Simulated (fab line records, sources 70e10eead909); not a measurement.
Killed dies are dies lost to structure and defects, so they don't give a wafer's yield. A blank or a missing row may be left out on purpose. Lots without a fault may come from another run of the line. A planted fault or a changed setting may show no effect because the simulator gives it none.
Chamber matching | flow nand_harc | NHARC_P_GATE_ETCH_32 on rie_si-03: 4 sister chambers
The step etches the open film in HBr/Cl2, target depth 150 nm, time 100.1 s. 8 wafers are shown with their chamber, then 8 later ones without.

WAFERS WITH THEIR CHAMBER
wafer  | chamber | throttle_valve_pct (%) | oes_product_au (a.u.)
L546.3 | 1       | 26.419                 | 0.998
L550.4 | 0       | 26.398                 | 1.007
L553.3 | 3       | 26.410                 | 0.990
L553.6 | 2       | 26.408                 | 1.021
L555.3 | 3       | 26.401                 | 0.989
L555.4 | 1       | 26.408                 | 1.007
L555.5 | 2       | 26.398                 | 1.002
L556.1 | 0       | 26.404                 | 1.010

WAFERS WITHOUT THEIR CHAMBER
wafer  | throttle_valve_pct (%) | oes_product_au (a.u.)
L556.5 | 26.414                 | 1.009
L556.6 | 26.410                 | 0.996
L558.2 | 26.417                 | 1.013
L558.3 | 26.407                 | 1.008
L558.5 | 26.394                 | 1.023
L560.2 | 26.403                 | 0.997
L560.5 | 26.405                 | 0.994
L560.6 | 26.404                 | 1.001

WHICH CHAMBER EACH WENT THROUGH
wafer  | from the rows above               | in truth
L556.5 | can't be placed: 1 or 2 or 0      | 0
L556.6 | can't be placed: 1 or 3 or 0 or 2 | 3
L558.2 | can't be placed: 1 or 2 or 0      | 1
L558.3 | can't be placed: 2 or 0 or 1 or 3 | 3
L558.5 | can't be placed: 2 or 0 or 1      | 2
L560.2 | can't be placed: 3 or 0 or 1 or 2 | 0
L560.5 | can't be placed: 3 or 1 or 0 or 2 | 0
L560.6 | can't be placed: 0 or 2 or 1 or 3 | 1
Placed correctly: 0 of 8. Can't be placed from these rows: 8 (the true chamber is among the candidates in 8). Placed wrongly: 0.
How it was worked out, from the rows above alone: a wafer's distance from a chamber is the root of the sum, over the readings, of the square of ((its reading less the chamber's mean) divided by the reading's scatter). The wafer belongs to the nearest chamber; if the next one is less than 2 further off, it can't be placed. A chamber's mean is the mean of its shown wafers. The scatter: the root of (the sum of the squares of (reading less its chamber's mean) over the shown wafers, divided by (wafers less chambers)).
